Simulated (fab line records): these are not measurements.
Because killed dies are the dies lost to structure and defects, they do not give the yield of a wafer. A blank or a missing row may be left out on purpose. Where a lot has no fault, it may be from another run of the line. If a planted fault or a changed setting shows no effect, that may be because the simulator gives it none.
Chamber matching | flow n5_finfet | N5_HKMG_FIN_CMP_94 on cmp-03 has 4 sister chambers
The step polishes, stops on SiNx, t overpolish 4.7 s, target thk 43.299 nm. 4 wafers are shown with their chamber, then 7 later ones without.

## WAFERS WITH THEIR CHAMBER
wafer  | chamber | slurry_filter_dp_kPa (kPa)
L082.5 | 2       | 13.50
L088.6 | 0       | 13.60
L091.2 | 1       | 13.75
L091.4 | 3       | 13.20

## WAFERS WITH NO CHAMBER GIVEN
wafer  | slurry_filter_dp_kPa (kPa)
L091.6 | 13.29
L095.2 | 13.26
L095.5 | 13.39
L095.6 | 13.39
L096.2 | 13.38
L096.4 | 13.74
L096.5 | 13.72

## EACH ONE'S CHAMBER
wafer  | from the rows above          | in truth
L091.6 | can't be placed: 3 or 2      | 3
L095.2 | 3                            | 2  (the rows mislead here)
L095.5 | can't be placed: 2 or 3 or 0 | 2
L095.6 | can't be placed: 2 or 3 or 0 | 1
L096.2 | can't be placed: 2 or 3 or 0 | 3
L096.4 | can't be placed: 1 or 0      | 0
L096.5 | can't be placed: 1 or 0      | 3
Placed correctly: 0 of 7. Cannot be placed on the basis of these rows: 6; the candidates contain the true chamber in 4. Number placed wrongly: 1.
How it was worked out, from the rows above alone: a wafer's distance from a chamber is the root of the sum, over the readings, of the square of ((its reading less the chamber's mean) divided by the reading's scatter). The wafer belongs to the nearest chamber; if the next one is less than 2 further off, it can't be placed. The mean given for a chamber averages the wafers shown for that chamber. The scatter (one wafer shown for each chamber): square how far every hidden wafer sits from the nearest shown wafer, average those squares and take the square root.
